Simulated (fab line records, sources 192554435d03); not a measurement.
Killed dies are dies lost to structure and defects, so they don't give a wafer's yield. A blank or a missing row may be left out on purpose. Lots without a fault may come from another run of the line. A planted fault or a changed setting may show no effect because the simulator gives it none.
A struck lot beside a sound one | flow n5_finfet | 15 steps out of a route of 1938
Sound: wafers L873.1, L873.2, L873.3. Struck: wafers L882.1, L882.4, L882.5. The cause comes at the end.
At each step with rows: each side's tool, then ch and its chambers, then its first start. Under that, the readings that differ: sound wafers | struck wafers | difference of the means | sigmas: that difference in standard deviations of wafers without a fault.
alike: readings whose means differ by less than 2 such deviations, and words and numbers that are the same on both sides. not compared: withheld readings, readings that some wafer has no value for, bounds like >300 that may hide the same value, and numbers for which the record gives no deviation and whose values overlap.
The two part at a step that has a row with sigmas, a row that says differs or no value, or rows on one side only. Numbers that don't overlap but have no deviation are shown without sigmas and don't part them. A reading that every wafer of one side lacks parts them only if that side has two wafers or more.

N5_BEOL_M9_CURE_72: cures SiCOH lowk, time 120 s.
  sound on uv_cure-03 ch 1, day 9 22:24; struck on uv_cure-03 ch 2, day 11 22:58
  alike: lamp_power_pct, wafer_temp_C_max
N5_BEOL_M9_DEGAS_44: time 60 s.
  sound on pvd_sputter-02, day 9 22:46; struck on pvd_sputter-02, day 11 23:36
  alike: heater_power_w
then, 4 steps without rows for these wafers: N5_BEOL_M9_PRE_CLEAN_45 (time 30 s); N5_BEOL_M9_ALD_74 (deposits TaN, target thk 2 nm, pulse time 2 s, purge time 3 s); N5_BEOL_M9_SURFACE_TREAT_79; N5_BEOL_M9_CVD_78 (deposits Co from CCTBA/H2, target thk 2 nm, time 138.9 s).
N5_BEOL_M9_SPUTTER_48: material Cu, target thk 12 nm, time 2 s.
  sound on pvd_sputter-01, day 9 23:31; struck on pvd_sputter-02, day 12 00:14
  alike: throttle_valve_pct
then, 1 step without rows for these wafers: N5_BEOL_M9_ECD_50 (material Cu, target thk 318 nm).
N5_BEOL_M9_ANNEAL_51: time 90 s.
  sound on rtp_anneal-01 ch 0, day 9 23:56; struck on rtp_anneal-02 ch 0, day 12 00:32
  alike: wafer_temp_C_max
N5_BEOL_M9_CMP_52: polishes, stops on SiCOH lowk, t overpolish 7 s, target thk 140 nm.
  sound on cmp-04 ch 0,1,2, day 10 00:14; struck on cmp-04 ch 1,2,3, day 12 00:53
  alike: barrier_field_endpoint_s, motor_current_A, overpolish_run_s, slurry_flow_ml_min, time_to_endpoint_s
N5_BEOL_M9_THK_MEAS_53: measures by xrf.
  sound on film_metro-01, day 10 00:32; struck on film_metro-02, day 12 01:08
  alike: M9_THK
then, 1 step without rows for these wafers: N5_BEOL_M9_PRE_CLEAN_55 (time 15 s).
N5_BEOL_M9_DEP_56: deposits SiCN from 3MS/NH3, target thk 15 nm, time 26.5 s.
  sound on pecvd-04 ch 0,1,2, day 10 00:35; struck on pecvd-04 ch 0,1,2, day 12 01:12
  alike: showerhead_plenum_p_Torr, throttle_valve_pct
  not compared: model.SiCN_of_BEOL_M9_DEP_56.thk_nm
N5_BEOL_M9_RS_MEAS_57: measures by four-point-probe.
  sound on film_metro-01, day 10 00:40; struck on film_metro-02, day 12 01:16
  alike: M9_RS
then, 1 step without rows for these wafers: N5_PASSIVATION_PROBE_49.

WHERE THEY PART
Nowhere in this record.

WHY: what the simulator had put in
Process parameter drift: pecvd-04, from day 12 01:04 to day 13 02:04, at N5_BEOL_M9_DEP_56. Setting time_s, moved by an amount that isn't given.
